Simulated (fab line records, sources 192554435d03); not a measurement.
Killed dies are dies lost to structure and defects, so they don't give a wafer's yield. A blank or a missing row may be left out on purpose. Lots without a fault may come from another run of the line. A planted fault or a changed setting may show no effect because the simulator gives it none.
Chamber matching | flow n5_finfet | N5_BEOL_M9_PECVD_70 on pecvd-01: 3 sister chambers
The step deposits SiO2 from TEOS/O2, target thk 20 nm, time 22.7 s. 14 wafers are shown with their chamber, then 7 later ones without.

WAFERS WITH THEIR CHAMBER
wafer  | chamber | throttle_valve_pct (%) | showerhead_plenum_p_Torr (Torr) | heater_power_outer_w (W)
L077.3 | 0       | 22.2                   | 8.73                            | 482
L077.4 | 1       | 23.8                   | 8.90                            | 256
L077.6 | 0       | 22.1                   | 8.71                            | 475
L085.2 | 2       | 21.1                   | 8.84                            | 467
L085.4 | 2       | 20.9                   | 8.83                            | 484
L085.6 | 2       | 20.7                   | 8.80                            | 486
L086.1 | 2       | 20.9                   | 8.83                            | 507
L086.2 | 0       | 22.1                   | 8.71                            | 511
L086.4 | 2       | 20.9                   | 8.83                            | 502
L084.1 | 0       | 22.4                   | 8.70                            | 456
L084.5 | 0       | 22.1                   | 8.69                            | 433
L084.6 | 2       | 20.8                   | 8.85                            | 420
L089.3 | 0       | 22.2                   | 8.71                            | 433
L089.4 | 2       | 20.9                   | 8.82                            | 507

SIGNATURES (means of the wafers above)
reading                  | chamber 0 | chamber 1 | chamber 2 | scatter within a chamber
throttle_valve_pct       | 22.183    | 23.800    | 20.886    | 0.119
showerhead_plenum_p_Torr | 8.7083    | 8.9000    | 8.8286    | 0.0147
heater_power_outer_w     | 465.00    | 256.00    | 481.86    | 30.7
Rule: a wafer's distance from a chamber is the root of the sum, over the readings, of the square of ((its reading less the chamber's mean) divided by the reading's scatter). The wafer belongs to the nearest chamber; if the next one is less than 2 further off, it can't be placed. The scatter: the root of (the sum of the squares of (reading less its chamber's mean) over the shown wafers, divided by (wafers less chambers)).

WAFERS WITHOUT THEIR CHAMBER
wafer  | throttle_valve_pct (%) | showerhead_plenum_p_Torr (Torr) | heater_power_outer_w (W)
L089.5 | 22.5                   | 8.73                            | 418
L096.1 | 21.0                   | 8.83                            | 526
L096.2 | 24.1                   | 8.90                            | 325
L096.4 | 24.0                   | 8.88                            | 315
L097.4 | 21.3                   | 8.85                            | 439
L097.5 | 23.8                   | 8.89                            | 307
L097.6 | 22.0                   | 8.74                            | 472

WHICH CHAMBER EACH WENT THROUGH
wafer  | from the rows above | in truth
L089.5 | 0                   | 0
L096.1 | 2                   | 2
L096.2 | 1                   | 1
L096.4 | 1                   | 1
L097.4 | 2                   | 2
L097.5 | 1                   | 1
L097.6 | 0                   | 0
Placed correctly: 7 of 7. Can't be placed from these rows: 0. Placed wrongly: 0.
